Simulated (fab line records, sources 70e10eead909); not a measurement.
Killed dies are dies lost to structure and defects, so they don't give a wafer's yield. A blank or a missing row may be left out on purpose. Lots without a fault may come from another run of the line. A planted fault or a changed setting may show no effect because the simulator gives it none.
fab line records | flow nand_harc
record lots=22 wafers=66 last_day=33
route steps=1302 shown A_STAIRCASE@651
lots that met no fault: from a run of the same line without faults
start_h: hours from the record's first day to the start of the lot's first wafer shown | wait_h: hours since the lot's step before | " the same as in the row above | L1.1+2: a row that stands for several wafers | - no value, or no start given | * or withheld: withheld | < > ~ a bound
route shown NAME@n: a module of which the file shows steps, and the number in the route of the first | usual: mean/standard deviation of fault-free wafers | same: alike in all rows | chamber/n: place in a boat | sites: the reading at each site | _std_site: their standard deviation | _edge_site: outer sites' mean less inner sites' | radius_mm: how far each site lies from the wafer's centre | mask NAME#n: copy n | behind: the tool/chamber that last shaped the wafer | hold: why the lot was held/for how many hours/how that ended | device: the transistor (n, p or np) that didn't switch | end of line: the same wafers' tests at the end of the route | a step without rows: its recipe alone | killed: dies lost to structure and defects at the first sort, not the wafer's yield | map: a wafer's dies, x killed, . not, _ none there
set.NAME: the setting as run; set.NAME@STEP: as run at that earlier step | model.NAME: the simulator's own value behind a step, which no gauge read
steps of the route over a sample of lots; a table a step, a row a wafer
services: from which hour (start_h, from the record's first day; less than 0 if before it) a tool's chamber was out of use, for how many hours, and why
## steps
# step NHARC_A_STAIRCASE_ETCH_169
# recipe target_depth_a=500 time_s=107.1 ion_energy_ev=120 ch3f_flow_sccm=50 o2_flow_sccm=30 ar_flow_sccm=200 rf_w=500 bias_w=100 chemistry=CH3F/O2
# usual bias_w=100.03/0.29 drypump_motor_current_A=5.8/0.5 oes_product_au=0.960/0.016 rf_vpp_V=244.3/2 showerhead_plenum_p_Torr=2.46/0.13 throttle_valve_pct=20.662/0.0093
# columns lot.wafer tool chamber start_h wait_h bias_w drypump_motor_current_A oes_product_au rf_hours_counter_h rf_vpp_V showerhead_plenum_p_Torr throttle_valve_pct
L074.3 rie_diel-09 0 343.11 0.1 100.61 5.2 0.935 2 243.5 2.36 20.654
L074.1 " 1 " " 99.69 5.8 0.976 3 244.5 2.61 20.674
L074.5 " 3 " " 99.65 6.4 0.947 - 242.6 2.31 20.660
L075.2 rie_diel-02 0 371.10 0.1 100.24 5.8 0.969 42 246.6 2.62 20.646
L075.4 " 1 " " 100.14 6.2 0.967 43 244.3 2.47 20.659
L075.3 " 3 " " 99.90 6.5 0.978 41 247.1 2.64 20.669
L076.3 rie_diel-08 0 381.16 0.1 99.77 4.9 0.962 1 240.5 2.28 20.659
L076.1 " 2 " " 100.37 5.4 0.976 1 243.5 2.39 20.649
L076.4 " 2 " " 100.03 5.5 0.976 - 243.9 2.39 20.664
L077.2 rie_diel-08 2 403.61 0.1 100.34 5.4 0.965 8 243.4 2.38 20.668
L077.1 " 3 " " 100.02 6.2 0.959 8 241.6 2.30 20.662
L077.6 " 2 " " 100.22 5.4 0.958 - 242.6 2.38 20.669
L080.1 rie_diel-09 0 406.00 0.1 100.25 5.2 0.953 23 243.0 2.35 20.657
L080.4 " 1 " " 100.06 5.8 0.962 25 245.7 2.61 20.662
L080.5 " 2 " " 99.45 5.2 0.956 - 246.1 2.63 20.660
L079.3 rie_diel-09 1 412.90 0.1 99.88 5.8 0.944 27 245.9 2.60 20.649
L079.6 " 3 " " 99.55 6.4 0.952 - 242.7 2.30 20.678
L079.5 " 0 " " 99.60 5.2 0.946 - 243.4 2.35 20.655
L081.3 rie_diel-09 2 426.46 0.1 99.92 5.3 0.982 36 246.4 2.62 20.647
L081.2 " 3 " " 100.20 6.4 0.986 32 241.8 2.30 20.662
L081.6 " 3 " " 100.24 6.4 0.979 - 243.7 2.30 20.666
L082.4 rie_diel-02 3 434.49 0.1 100.08 6.6 0.980 3 246.5 2.64 20.663
L082.1 " 0 " " 100.02 5.8 0.969 13 245.8 2.61 20.637
L082.5 " 1 " " 99.89 6.1 0.969 - 247.0 2.46 20.677
L083.3 rie_diel-09 1 447.57 0.1 100.21 5.7 0.947 41 245.7 2.60 20.664
L083.1 " 2 " " 100.41 5.2 0.954 43 246.6 2.62 20.684
L083.5 " 3 " " 100.24 6.4 0.946 - 242.0 2.29 20.668
L085.3 rie_diel-08 0 462.13 0.1 99.92 4.9 0.953 30 239.3 2.27 20.664
L085.2 " 1 " " 99.96 6.2 0.963 28 243.1 2.47 20.645
L085.6 " 3 " " 99.90 6.2 0.964 - 242.5 2.30 20.675
L084.3 rie_diel-09 2 462.33 0.1 99.86 5.2 0.968 48 246.5 2.62 20.671
L084.1 " 0 " " 100.50 5.2 0.962 42 242.6 2.34 20.667
L084.5 " 1 " " 100.06 5.8 0.958 - 245.5 2.60 20.644
L086.3 rie_diel-09 3 477.65 0.1 100.51 6.4 0.942 47 242.4 2.29 20.651
L086.1 " 1 " " 100.58 5.8 0.925 51 245.9 2.59 20.661
L086.4 " 2 " " 99.62 5.2 0.933 52 245.9 2.62 20.676
L087.2 rie_diel-02 3 477.83 0.1 100.08 6.6 0.981 15 245.2 2.63 20.666
L087.1 " 2 " " 100.14 6.0 0.961 27 242.7 2.37 20.664
L087.6 " 3 " " 100.26 6.6 0.980 - 247.8 2.63 20.658
L089.3 rie_diel-08 1 507.55 0.1 99.97 6.2 0.961 45 246.2 2.46 20.650
L089.6 " 0 " " 99.95 4.9 0.973 - 240.6 2.27 20.668
L089.5 " 1 " " 100.40 6.2 0.969 - 243.3 2.46 20.666
L090.4 rie_diel-02 1 515.13 0.1 99.98 6.1 0.975 45 246.0 2.45 20.653
L090.1 " 2 " " 99.70 6.0 0.967 43 244.4 2.37 20.671
L090.2 " 0 " " 100.56 5.7 0.970 44 245.7 2.60 20.667
L088.1 rie_diel-09 0 515.20 0.1 100.02 5.2 0.981 2 242.9 2.34 20.662
L088.3 " 1 " " 99.76 5.8 0.964 2 246.8 2.59 20.659
L088.5 " 0 " " 100.09 5.2 0.974 - 244.1 2.34 20.676
L092.4 rie_diel-08 1 528.01 0.1 100.06 6.3 0.962 51 244.1 2.46 20.671
L092.6 " 0 " " 100.12 4.9 0.977 - 241.0 2.26 20.675
L092.5 " 1 " " 99.72 6.2 0.959 - 243.3 2.46 20.658
L093.1 rie_diel-02 1 539.72 0.1 99.94 6.1 0.970 55 243.8 2.44 20.670
L093.4 " 2 " " 99.76 6.0 0.963 - 244.2 2.36 20.667
L093.5 " 3 " " 100.13 6.6 0.963 - 247.0 2.62 20.669
L094.1 rie_diel-02 2 539.92 0.1 99.97 6.0 0.942 53 242.6 2.36 20.640
L094.4 " 3 " " 99.87 6.6 0.945 - 246.8 2.62 20.664
L094.5 " 1 " " 99.81 6.1 0.957 - 245.1 2.44 20.668
L095.3 rie_diel-09 1 558.95 0.1 100.23 5.8 0.926 18 245.5 2.58 20.661
L095.1 " 3 " " 99.97 6.4 0.929 19 242.3 2.28 20.663
L095.5 " 0 " " 99.58 5.2 0.933 - 244.4 2.33 20.669
L096.4 rie_diel-08 1 563.36 0.1 100.27 6.2 0.965 2 244.3 2.45 20.676
L096.1 " 0 " " 100.25 4.9 0.968 2 246.4 2.66 20.671
L096.6 " 1 " " 100.08 6.2 0.959 - 245.2 2.45 20.652
L097.4 rie_diel-08 3 587.80 0.1 100.03 6.3 0.967 6 246.8 2.66 20.670
L097.1 " 0 " " 99.80 4.9 0.959 6 248.0 2.66 20.667
L097.3 " 1 " " 99.79 6.2 0.967 8 244.8 2.45 20.659
# step NHARC_A_STAIRCASE_TRIM_14
# recipe time_s=211.2 o2_flow_sccm=500 ar_flow_sccm=0 bias_w=0 chemistry=O2
# usual drypump_motor_current_A=5.8/0.49 oes_product_au=1.002/0.0089 rf_vpp_V=57.8/0.92 showerhead_plenum_p_Torr=3.49/0.18 throttle_valve_pct=17.037/0.0086
# same bias_w=0
# columns lot.wafer tool chamber start_h wait_h drypump_motor_current_A oes_product_au rf_hours_counter_h rf_vpp_V showerhead_plenum_p_Torr throttle_valve_pct
L074.1 rie_diel-02 0 - - 5.8 1.000 37 57.9 3.75 17.038
L074.3 " 1 " " 6.1 1.002 39 56.9 3.54 17.053
L074.5 " 2 " " 6.0 1.029 - 56.4 3.43 17.036
L075.3 rie_diel-09 0 - - 5.2 1.000 16 56.7 3.38 17.026
L075.4 " 1 " " 5.8 1.009 18 58.7 3.74 17.035
L075.2 " 2 " " 5.2 1.005 17 59.3 3.77 17.034
L076.3 rie_diel-08 0 - - 4.9 0.988 2 56.9 3.29 17.042
L076.1 " 1 " " 6.3 0.986 2 57.8 3.55 17.052
L076.4 " 2 " " 5.4 1.014 - 57.8 3.43 17.039
L077.2 rie_diel-02 1 - - 6.1 1.006 0 57.9 3.54 17.034
L077.1 " 3 " " 6.5 1.003 0 57.9 3.78 17.044
L077.6 " 0 " " 5.7 0.984 - 57.9 3.74 17.022
L080.4 rie_diel-09 0 - - 5.2 1.003 24 57.8 3.38 17.034
L080.1 " 3 " " 6.4 1.003 26 58.5 3.31 17.036
L080.5 " 0 " " 5.2 0.991 - 56.6 3.38 17.056
L079.3 rie_diel-09 0 - - 5.2 0.994 26 56.7 3.37 17.050
L079.5 " 0 " " 5.3 1.007 - 59.3 3.37 17.037
L079.6 " 1 " " 5.7 1.012 - 57.2 3.73 17.037
L081.2 rie_diel-09 0 - - 5.2 0.991 31 57.6 3.37 17.045
L081.3 " 1 " " 5.8 0.987 34 58.0 3.73 17.041
L081.6 " 0 " " 5.2 0.999 - 57.1 3.37 17.040
L082.1 rie_diel-08 2 - - 5.4 1.021 21 58.0 3.42 17.040
L082.4 " 1 " " 6.2 1.005 21 57.9 3.54 17.025
L082.5 " 3 " " 6.3 1.007 - 56.6 3.31 17.020
L083.1 rie_diel-08 2 - - 5.4 1.014 27 58.9 3.41 17.030
L083.3 " 0 " " 4.9 0.989 28 56.4 3.27 17.045
L083.5 " 3 " " 6.3 1.008 - 57.9 3.30 17.027
L085.3 rie_diel-08 2 - - 5.4 1.015 30 57.5 3.41 17.042
L085.2 " 0 " " 4.9 0.994 31 58.4 3.27 17.046
L085.6 " 3 " " 6.2 0.994 - 57.7 3.30 17.033
L084.1 rie_diel-02 1 - - 6.2 1.010 25 58.4 3.52 17.024
L084.3 " 0 " " 5.8 1.010 22 58.6 3.73 17.053
L084.5 " 2 " " 6.0 1.003 - 57.6 3.41 17.037
L087.2 rie_diel-02 1 - - 6.2 0.994 29 58.4 3.52 17.033
L087.1 " 3 " " 6.6 1.003 17 59.0 3.77 17.044
L087.6 " 1 " " 6.1 1.007 - 57.9 3.52 17.041
L086.1 rie_diel-08 1 - - 6.2 0.996 34 57.7 3.53 17.024
L086.4 " 2 " " 5.4 1.003 35 57.6 3.41 17.033
L086.3 " 3 " " 6.2 0.993 36 56.8 3.30 17.038
L089.3 rie_diel-08 1 - - 6.2 0.997 45 59.3 3.53 17.032
L089.6 " 2 " " 5.4 1.007 - 59.4 3.40 17.049
L089.5 " 3 " " 6.2 0.999 - 59.1 3.29 17.039
L090.1 rie_diel-09 3 - - 6.4 1.005 2 58.0 3.29 17.037
L090.2 " 0 " " 5.2 1.005 3 56.2 3.36 17.035
L090.4 " 1 " " 5.7 1.006 2 58.4 3.71 17.037
L088.3 rie_diel-08 2 - - 5.5 1.011 47 58.9 3.40 17.041
L088.1 " 3 " " 6.2 1.003 48 58.9 3.29 17.025
L088.5 " 1 " " 6.2 0.994 - 58.4 3.53 17.049
L092.4 rie_diel-08 2 - - 5.4 1.014 51 56.9 3.40 17.031
L092.6 " 3 " " 6.2 0.986 - 57.8 3.29 17.037
L092.5 " 0 " " 4.9 0.994 - 56.0 3.26 17.035
L093.1 rie_diel-02 1 - - 6.1 1.014 55 57.9 3.51 17.027
L093.4 " 3 " " 6.6 1.000 - 57.1 3.76 17.026
L093.5 " 1 " " 6.2 1.004 - 56.3 3.51 17.044
L094.1 rie_diel-08 2 - - 5.4 0.992 55 57.7 3.40 17.038
L094.5 " 2 " " 5.4 1.007 - 58.0 3.40 17.037
L094.4 " 1 " " 6.2 1.000 - 57.0 3.52 17.033
L095.1 rie_diel-09 0 - - 5.2 1.006 19 57.2 3.35 17.048
L095.3 " 3 " " 6.4 0.991 19 56.3 3.28 17.021
L095.5 " 0 " " 5.2 1.007 - 58.1 3.35 17.031
L096.4 rie_diel-09 2 - - 5.3 0.982 20 57.6 3.73 17.053
L096.1 " 3 " " 6.4 0.996 21 56.9 3.28 17.040
L096.6 " 1 " " 5.7 0.997 - 57.1 3.70 17.027
L097.3 rie_diel-02 0 - - 5.7 0.998 2 59.8 3.71 17.030
L097.1 " 1 " " 6.2 1.018 2 57.6 3.50 17.030
L097.4 " 2 " " 6.0 1.002 2 57.4 3.39 17.039
# step NHARC_A_STAIRCASE_ETCH_27
# recipe target_depth_a=1000 time_s=40.5 ion_energy_ev=400 c4f8_flow_sccm=20 o2_flow_sccm=10 ar_flow_sccm=withheld rf_w=600 bias_w=1000 chemistry=C4F8/O2
# usual bias_w=1000/3.2 oes_product_au=0.948/0.011 rf_vpp_V=895/6.9
# columns lot.wafer tool chamber start_h wait_h bias_w oes_product_au rf_hours_counter_h rf_vpp_V
L074.3 rie_diel-02 3 - - 1001 0.919 37 906
L074.1 " 2 " " 1004 0.952 40 894
L074.5 " 3 " " 1000 0.932 - 905
L075.4 rie_diel-09 0 - - 991 0.937 17 890
L075.2 " 2 " " 1000 0.941 18 903
L075.3 " 3 " " 996 0.939 17 889
L076.3 rie_diel-02 0 - - 1000 0.938 48 903
L076.1 " 1 " " 1001 0.952 48 896
L076.4 " 3 " " 998 0.959 47 904
L077.1 rie_diel-09 1 - - 997 0.960 25 903
L077.2 " 0 " " 1000 0.961 24 891
L077.6 " 1 " " 999 0.953 - 903
L080.4 rie_diel-02 0 - - 1002 0.958 2 903
L080.1 " 1 " " 997 0.950 2 896
L080.5 " 2 " " 1001 0.935 - 891
L079.3 rie_diel-09 3 - - 998 0.944 29 888
L079.5 " 3 " " 997 0.946 - 888
L079.6 " 0 " " 1003 0.939 - 890
L081.2 rie_diel-02 0 - - 998 0.957 12 904
L081.3 " 2 " " 996 0.937 12 892
L081.6 " 0 " " 999 0.955 - 905
L082.4 rie_diel-08 3 - - 997 0.914 22 887
L082.1 " 2 " " 1002 0.960 21 890
L082.5 " 0 " " 999 0.925 - 887
L083.3 rie_diel-08 0 - - 997 0.944 29 887
L083.1 " 1 " " 1000 0.954 27 896
L083.5 " 3 " " 1002 0.935 - 888
L085.3 rie_diel-08 3 - - 998 0.945 30 887
L085.2 " 1 " " 1002 0.950 29 898
L085.6 " 3 " " 1002 0.932 - 888
L084.1 rie_diel-02 2 - - 1002 0.948 25 894
L084.3 " 1 " " 1000 0.954 26 897
L084.5 " 2 " " 1004 0.953 - 892
L087.1 rie_diel-09 3 - - 1001 0.954 50 886
L087.2 " 1 " " 1000 0.943 55 901
L087.6 " 2 " " 994 0.955 - 904
L086.1 rie_diel-08 2 - - 1004 0.966 36 892
L086.4 " 0 " " 995 0.945 39 886
L086.3 " 1 " " 1001 0.950 35 897
L089.3 rie_diel-08 3 - - 1001 0.960 46 886
L089.6 " 3 " " 1007 0.949 - 886
L089.5 " 0 " " 999 0.939 - 886
L090.1 rie_diel-09 1 - - 1001 0.948 3 904
L090.2 " 2 " " 1001 0.939 3 905
L090.4 " 0 " " 1001 0.952 3 890
L088.1 rie_diel-08 2 - - 998 0.960 48 891
L088.3 " 0 " " 1004 0.936 52 885
L088.5 " 1 " " 1001 0.942 - 896
L092.4 rie_diel-08 3 - - 1003 0.933 53 888
L092.6 " 2 " " 1000 0.940 - 892
L092.5 " 3 " " 1004 0.935 - 888
L093.1 rie_diel-09 2 - - 998 0.962 10 903
L093.4 " 1 " " 1000 0.960 10 904
L093.5 " 3 " " 1000 0.953 - 888
L094.1 rie_diel-02 3 - - 998 0.940 42 904
L094.5 " 3 " " 999 0.949 - 904
L094.4 " 2 " " 1003 0.942 - 891
L095.1 rie_diel-08 0 - - 1003 0.947 2 905
L095.3 " 1 " " 1001 0.948 2 894
L095.5 " 2 " " 1004 0.947 - 890
L096.1 rie_diel-09 1 - - 1002 0.955 20 903
L096.4 " 0 " " 1006 0.957 21 890
L096.6 " 2 " " 1009 0.934 - 904
L097.1 rie_diel-02 2 - - 1004 0.934 2 890
L097.3 " 3 " " 1002 0.953 3 903
L097.4 " 1 " " 1003 0.955 3 894
# step NHARC_A_STAIRCASE_DESCUM_186
# recipe time_s=3 o2_flow_sccm=200 ar_flow_sccm=0 bias_power_w=0 chemistry=O2
# usual drypump_motor_current_A=5.9/0.5 oes_product_au=1.003/0.01 rf_vpp_V=57.6/1 showerhead_plenum_p_Torr=1.90/0.1 throttle_valve_pct=11.312/0.0086
# columns lot.wafer tool chamber start_h wait_h drypump_motor_current_A oes_product_au rf_hours_counter_h rf_vpp_V showerhead_plenum_p_Torr throttle_valve_pct
L074.3 rie_diel-09 1 352.61 - 5.7 1.003 7 58.4 2.04 11.314
L074.1 " 2 " " 5.2 0.979 9 58.1 2.05 11.302
L074.5 " 0 " " 5.2 0.984 - 58.3 1.83 11.333
L075.2 rie_diel-08 2 377.80 - 5.4 1.023 0 57.6 1.86 11.301
L075.3 " 3 " " 6.2 1.015 0 57.4 1.79 11.310
L075.4 " 0 " " 4.9 0.991 0 57.0 1.77 11.306
L076.4 rie_diel-02 2 386.75 - 6.0 1.017 47 56.5 1.85 11.297
L076.1 " 3 " " 6.6 1.012 47 58.2 2.06 11.304
L076.3 " 1 " " 6.1 1.009 48 59.2 1.92 11.322
L077.1 rie_diel-09 0 408.91 - 5.2 0.982 24 55.9 1.82 11.323
L077.2 " 2 " " 5.2 1.004 28 58.8 2.05 11.308
L077.6 " 3 " " 6.4 1.000 - 57.8 1.78 11.309
L080.4 rie_diel-09 2 411.43 - 5.2 1.012 28 58.0 2.05 11.306
L080.1 " 0 " " 5.2 0.998 25 56.7 1.82 11.323
L080.5 " 3 " " 6.4 0.999 - 59.6 1.78 11.309
L079.3 rie_diel-08 1 418.52 - 6.2 1.008 13 58.6 1.92 11.315
L079.5 " 0 " " 4.9 0.999 - 55.4 1.77 11.317
L079.6 " 1 " " 6.2 1.023 - 58.0 1.92 11.301
L081.2 rie_diel-08 0 434.31 - 4.9 0.989 22 57.2 1.77 11.309
L081.3 " 1 " " 6.2 1.004 20 58.2 1.92 11.306
L081.6 " 0 " " 4.9 0.991 - 57.2 1.77 11.313
L082.4 rie_diel-09 0 439.89 - 5.2 0.997 35 56.7 1.82 11.319
L082.1 " 2 " " 5.3 1.004 41 57.2 2.04 11.322
L082.5 " 0 " " 5.3 0.998 - 58.1 1.82 11.312
L083.1 rie_diel-02 1 453.80 - 6.1 1.016 22 57.9 1.91 11.315
L083.3 " 3 " " 6.6 0.998 9 58.6 2.06 11.320
L083.5 " 1 " " 6.1 1.025 - 56.8 1.91 11.315
L085.2 rie_diel-02 1 467.49 - 6.1 0.999 26 58.9 1.91 11.313
L085.3 " 3 " " 6.6 1.004 13 57.3 2.06 11.312
L085.6 " 2 " " 6.0 1.011 - 56.5 1.84 11.302
L084.1 rie_diel-08 0 468.18 - 4.9 1.004 32 58.0 1.76 11.307
L084.3 " 2 " " 5.5 1.025 31 57.0 1.85 11.315
L084.5 " 3 " " 6.2 0.996 - 57.3 1.78 11.327
L087.2 rie_diel-02 0 485.95 - 5.8 1.003 31 58.8 2.03 11.313
L087.1 " 1 " " 6.1 1.010 32 56.0 1.91 11.310
L087.6 " 2 " " 6.0 1.000 - 57.5 1.84 11.311
L086.1 rie_diel-09 3 486.08 - 6.4 1.021 50 57.0 1.78 11.311
L086.3 " 1 " " 5.8 0.997 55 58.2 2.02 11.304
L086.4 " 2 " " 5.2 1.011 57 58.4 2.04 11.315
L089.3 rie_diel-02 2 512.82 - 6.1 0.991 43 56.2 1.84 11.306
L089.6 " 3 " " 6.6 0.986 - 59.8 2.05 11.304
L089.5 " 0 " " 5.7 1.014 - 57.5 2.02 11.313
L090.2 rie_diel-08 1 520.62 - 6.2 1.015 48 58.2 1.91 11.311
L090.4 " 3 " " 6.2 0.998 49 56.2 1.78 11.311
L090.1 " 0 " " 4.9 1.009 52 56.6 1.76 11.308
L088.3 rie_diel-02 1 521.68 - 6.1 1.010 47 57.4 1.90 11.297
L088.1 " 0 " " 5.8 0.997 46 57.8 2.02 11.306
L088.5 " 2 " " 6.0 0.983 - 57.8 1.84 11.321
L092.4 rie_diel-08 0 533.32 - 4.9 1.002 56 55.8 1.76 11.312
L092.6 " 1 " " 6.2 0.994 - 58.1 1.91 11.312
L092.5 " 2 " " 5.4 1.016 - 58.4 1.84 11.316
L093.1 rie_diel-02 3 545.38 - 6.6 1.001 42 56.9 2.05 11.302
L093.5 " 2 " " 6.0 0.994 - 58.4 1.84 11.323
L093.4 " 3 " " 6.5 1.008 - 58.8 2.05 11.307
L094.4 rie_diel-09 3 545.77 - 6.4 1.011 14 59.5 1.77 11.308
L094.1 " 0 " " 5.2 1.000 14 58.0 1.81 11.318
L094.5 " 2 " " 5.2 0.993 - 57.8 2.03 11.302
L095.1 rie_diel-02 1 564.46 - 6.2 1.017 67 58.0 1.90 11.323
L095.3 " 3 " " 6.6 1.003 49 58.4 2.04 11.308
L095.5 " 2 " " 6.0 0.986 - 57.1 1.83 11.332
L096.4 rie_diel-08 3 568.81 - 6.3 0.993 3 59.0 2.08 11.301
L096.1 " 1 " " 6.2 0.999 4 58.2 1.91 11.310
L096.6 " 0 " " 4.9 0.984 - 58.7 2.08 11.311
L097.3 rie_diel-08 2 593.17 - 5.4 1.001 7 56.4 1.84 11.313
L097.1 " 0 " " 4.9 0.986 7 56.5 2.07 11.298
L097.4 " 1 " " 6.2 0.994 8 57.3 1.91 11.296
# step NHARC_A_STAIRCASE_ETCH_190
# recipe target_depth_a=1000 time_s=40.5 ion_energy_ev=400 c4f8_flow_sccm=20 o2_flow_sccm=10 ar_flow_sccm=withheld rf_w=600 bias_w=1000 chemistry=C4F8/O2
# usual bias_w=1000/3 oes_product_au=0.944/0.011 rf_vpp_V=895/6.9
# columns lot.wafer tool chamber start_h wait_h bias_w oes_product_au rf_hours_counter_h rf_vpp_V
L074.1 rie_diel-09 2 - - 999 0.926 10 904
L074.3 " 3 " " 1000 0.936 9 889
L074.5 " 2 " " 996 0.930 - 906
L075.3 rie_diel-08 1 - - 1003 0.941 0 897
L075.4 " 2 " " 997 0.942 0 893
L075.2 " 3 " " 1006 0.954 0 889
L076.1 rie_diel-02 0 - - 998 0.941 48 903
L076.4 " 1 " " 1000 0.945 48 899
L076.3 " 2 " " 1001 0.964 48 892
L077.1 rie_diel-09 3 - - 995 0.955 27 887
L077.2 " 1 " " 999 0.965 26 903
L077.6 " 3 " " 996 0.958 - 888
L080.1 rie_diel-09 3 - - 1003 0.938 27 888
L080.4 " 1 " " 1004 0.959 26 904
L080.5 " 3 " " 1007 0.944 - 886
L079.3 rie_diel-08 0 - - 995 0.932 15 887
L079.6 " 2 " " 997 0.942 - 893
L079.5 " 3 " " 995 0.948 - 887
L081.3 rie_diel-08 0 - - 999 0.939 22 887
L081.2 " 1 " " 998 0.948 20 896
L081.6 " 0 " " 1000 0.932 - 887
L082.1 rie_diel-09 1 - - 997 0.961 39 903
L082.4 " 0 " " 999 0.947 35 891
L082.5 " 2 " " 997 0.959 - 903
L083.3 rie_diel-02 2 - - 1000 0.917 22 892
L083.1 " 1 " " 999 0.942 22 894
L083.5 " 2 " " 1004 0.919 - 891
L085.2 rie_diel-02 3 - - 999 0.948 13 905
L085.3 " 1 " " 997 0.948 26 897
L085.6 " 0 " " 1001 0.934 - 903
L084.3 rie_diel-08 3 - - 1002 0.946 30 887
L084.1 " 0 " " 1004 0.945 32 886
L084.5 " 3 " " 1002 0.958 - 886
L087.2 rie_diel-02 1 - - 1000 0.960 32 894
L087.1 " 2 " " 1002 0.933 31 893
L087.6 " 0 " " 1000 0.953 - 903
L086.1 rie_diel-09 0 - - 1000 0.925 47 890
L086.3 " 2 " " 1000 0.939 57 902
L086.4 " 3 " " 997 0.945 51 886
L089.3 rie_diel-02 1 - - 998 0.954 45 896
L089.5 " 1 " " 1000 0.957 - 895
L089.6 " 2 " " 1002 0.955 - 889
L090.2 rie_diel-08 3 - - 1004 0.954 49 887
L090.1 " 0 " " 999 0.952 52 886
L090.4 " 1 " " 1001 0.946 48 896
L088.1 rie_diel-02 2 - - 1002 0.922 45 891
L088.3 " 0 " " 1001 0.936 46 902
L088.5 " 3 " " 1002 0.929 - 904
L092.4 rie_diel-08 0 - - 1002 0.940 56 885
L092.5 " 0 " " 1005 0.946 - 886
L092.6 " 1 " " 1004 0.937 - 895
L093.4 rie_diel-02 3 - - 1003 0.927 42 903
L093.1 " 0 " " 998 0.950 51 903
L093.5 " 2 " " 1004 0.921 - 891
L094.4 rie_diel-09 3 - - 1000 0.935 14 886
L094.1 " 1 " " 999 0.965 11 902
L094.5 " 0 " " 1005 0.959 - 888
L095.1 rie_diel-02 3 - - 1002 0.945 51 905
L095.3 " 0 " " 997 0.932 63 901
L095.5 " 2 " " 1003 0.942 - 890
L096.4 rie_diel-08 1 - - 1004 0.953 4 894
L096.1 " 2 " " 1004 0.947 2 892
L096.6 " 1 " " 1002 0.953 - 896
L097.3 rie_diel-08 2 - - 1004 0.951 7 890
L097.1 " 3 " " 1004 0.926 7 907
L097.4 " 0 " " 996 0.939 7 905
# step NHARC_A_STAIRCASE_ETCH_221
# recipe target_depth_a=1000 time_s=40.5 ion_energy_ev=400 c4f8_flow_sccm=20 o2_flow_sccm=10 ar_flow_sccm=withheld rf_w=600 bias_w=1000 chemistry=C4F8/O2
# usual bias_w=999.9/2.8 oes_product_au=0.945/0.014 rf_vpp_V=894/6.3
# columns lot.wafer tool chamber start_h wait_h bias_w oes_product_au rf_hours_counter_h rf_vpp_V
L074.3 rie_diel-09 0 - - 998.0 0.918 8 891
L074.1 " 1 " " 1006.3 0.949 9 904
L074.5 " 0 " " 1000.5 0.928 - 891
L075.2 rie_diel-08 0 - - 1001.9 0.929 1 888
L075.3 " 1 " " 998.6 0.942 1 898
L075.4 " 0 " " 1000.0 0.928 - 887
L076.4 rie_diel-02 3 - - 1001.0 0.963 48 905
L076.1 " 0 " " 999.7 0.953 49 903
L076.3 " 2 " " 996.0 0.966 49 892
L077.1 rie_diel-02 1 - - 1002.6 0.930 3 897
L077.2 " 2 " " 999.7 0.919 2 892
L077.6 " 1 " " 1002.1 0.932 - 896
L080.4 rie_diel-08 0 - - 1000.6 0.935 14 887
L080.1 " 2 " " 999.8 0.969 11 893
L080.5 " 0 " " 999.9 0.938 - 888
L079.3 rie_diel-08 1 - - 997.7 0.952 15 895
L079.5 " 0 " " 998.9 0.940 - 885
L079.6 " 1 " " 1001.6 0.952 - 896
L081.3 rie_diel-08 1 - - 1000.1 0.944 22 897
L081.2 " 2 " " 1004.8 0.948 21 890
L081.6 " 2 " " 997.7 0.954 - 892
L082.4 rie_diel-02 0 - - 998.0 0.949 15 902
L082.1 " 1 " " 1002.4 0.963 15 896
L082.5 " 3 " " 1000.8 0.952 - 904
L083.3 rie_diel-08 0 - - 997.2 0.940 29 887
L083.1 " 1 " " 1002.3 0.962 27 895
L083.5 " 3 " " 1002.4 0.940 - 889
L085.3 rie_diel-08 2 - - 999.4 0.974 31 892
L085.2 " 3 " " 997.5 0.960 31 888
L085.6 " 3 " " 998.2 0.970 - 886
L084.1 rie_diel-08 1 - - 1003.7 0.953 30 897
L084.3 " 0 " " 1001.3 0.926 33 887
L084.5 " 1 " " 1001.6 0.945 - 895
L087.2 rie_diel-08 2 - - 1005.0 0.950 37 893
L087.1 " 0 " " 997.4 0.953 40 886
L087.6 " 3 " " 995.9 0.949 - 888
L086.4 rie_diel-09 2 - - 997.0 0.936 58 903
L086.3 " 3 " " 1001.2 0.938 52 889
L086.1 " 1 " " 995.5 0.947 57 902
L089.3 rie_diel-02 3 - - 1000.2 0.961 32 904
L089.5 " 2 " " 1000.1 0.931 - 891
L089.6 " 3 " " 1000.7 0.953 - 904
L090.4 rie_diel-02 0 - - 1001.3 0.955 47 903
L090.1 " 1 " " 1004.2 0.956 48 898
L090.2 " 2 " " 997.9 0.932 45 892
L088.3 rie_diel-08 3 - - 1000.4 0.907 51 888
L088.1 " 1 " " 997.8 0.917 51 896
L088.5 " 2 " " 1002.6 0.927 - 892
L092.4 rie_diel-09 1 - - 999.5 0.961 8 902
L092.6 " 0 " " 998.8 0.944 - 891
L092.5 " 1 " " 995.5 0.942 - 901
L093.4 rie_diel-02 2 - - 1005.6 0.939 56 890
L093.1 " 0 " " 996.5 0.954 53 901
L093.5 " 2 " " 999.2 0.939 - 891
L094.4 rie_diel-02 0 - - 1004.8 0.942 53 902
L094.1 " 1 " " 999.6 0.952 59 896
L094.5 " 2 " " 994.8 0.927 - 893
L095.3 rie_diel-02 2 - - 998.5 0.961 64 892
L095.1 " 0 " " 1001.8 0.945 64 901
L095.5 " 3 " " 1000.8 0.945 - 903
L096.1 rie_diel-02 2 - - 1000.4 0.962 64 891
L096.4 " 1 " " 999.4 0.956 70 895
L096.6 " 2 " " 998.4 0.957 - 891
L097.1 rie_diel-08 1 - - 998.7 0.929 9 897
L097.3 " 2 " " 999.9 0.924 8 890
L097.4 " 0 " " 998.4 0.931 8 907
## services
# columns tool chamber start_h hours kind
rie_diel-09 - 320.16 9.0 pm
rie_diel-08 0 323.56 - clean
rie_diel-08 1 323.56 - clean
rie_diel-08 2 323.56 - clean
rie_diel-08 3 323.56 - clean
rie_diel-08 - 326.70 0.1 repair
rie_diel-02 3 329.00 4.4 repair
rie_diel-02 1 338.72 4.8 repair
rie_diel-08 0 348.15 - clean
rie_diel-08 1 348.15 - clean
rie_diel-08 2 348.15 - clean
rie_diel-08 3 348.15 - clean
rie_diel-08 - 367.86 9.0 pm
rie_diel-08 0 367.86 9.0 vent_cycle
rie_diel-08 1 367.86 9.0 vent_cycle
rie_diel-08 2 367.86 9.0 vent_cycle
rie_diel-08 3 380.36 3.6 repair
rie_diel-02 - 395.90 9.0 pm
rie_diel-02 3 411.54 20.9 repair
rie_diel-09 - 456.73 0.4 repair
rie_diel-09 0 463.90 4.9 repair
rie_diel-09 - 497.16 9.0 pm
rie_diel-08 - 547.65 9.0 pm
rie_diel-02 - 572.90 9.0 pm
## key
fault none
